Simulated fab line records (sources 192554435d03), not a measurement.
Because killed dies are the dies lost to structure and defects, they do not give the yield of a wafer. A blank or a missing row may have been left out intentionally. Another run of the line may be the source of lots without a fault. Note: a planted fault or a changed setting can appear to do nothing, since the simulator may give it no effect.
Matching of chambers -- flow n5 finfet -- rie diel-02 running N5_BEOL_M9_STRIP_67: 4 sister chambers
The step strips in CF4. 4 wafers are shown with their chamber, then 8 later ones without.

== WAFERS PAIRED WITH THEIR CHAMBERS ==
wafer,chamber,drypump motor current A (A)
L086.1,2,6.7
L087.3,3,6.5
L087.4,0,5.0
L089.1,1,6.2

== WAFERS WITH NO CHAMBER GIVEN ==
wafer,drypump motor current A (A)
L089.2,5.0
L089.4,6.4
L093.2,5.0
L093.5,5.0
L093.6,6.5
L094.1,6.5
L094.4,6.7
L094.6,5.0

== WHICH CHAMBER EACH WENT THROUGH ==
wafer,from the rows above,in truth
L089.2,0,0
L089.4,3,3
L093.2,0,0
L093.5,0,0
L093.6,3,3
L094.1,3,3
L094.4,2,2
L094.6,0,0
Correct placement for 8 of the 8. Can't be placed from these rows: 0. Placed wrongly: 0.
How it was worked out, from the rows above alone: a wafer's distance from a chamber is the root of the sum, over the readings, of the square of ((its reading less the chamber's mean) divided by the reading's scatter). If the next closest chamber is less than 2 further off than the closest, the wafer can't be placed; otherwise it belongs to the closest. For every chamber, the mean is computed from those of its wafers that are shown. The scatter: with one shown wafer a chamber, the root of the mean of the squares of how far each hidden wafer lies from its nearest shown one.
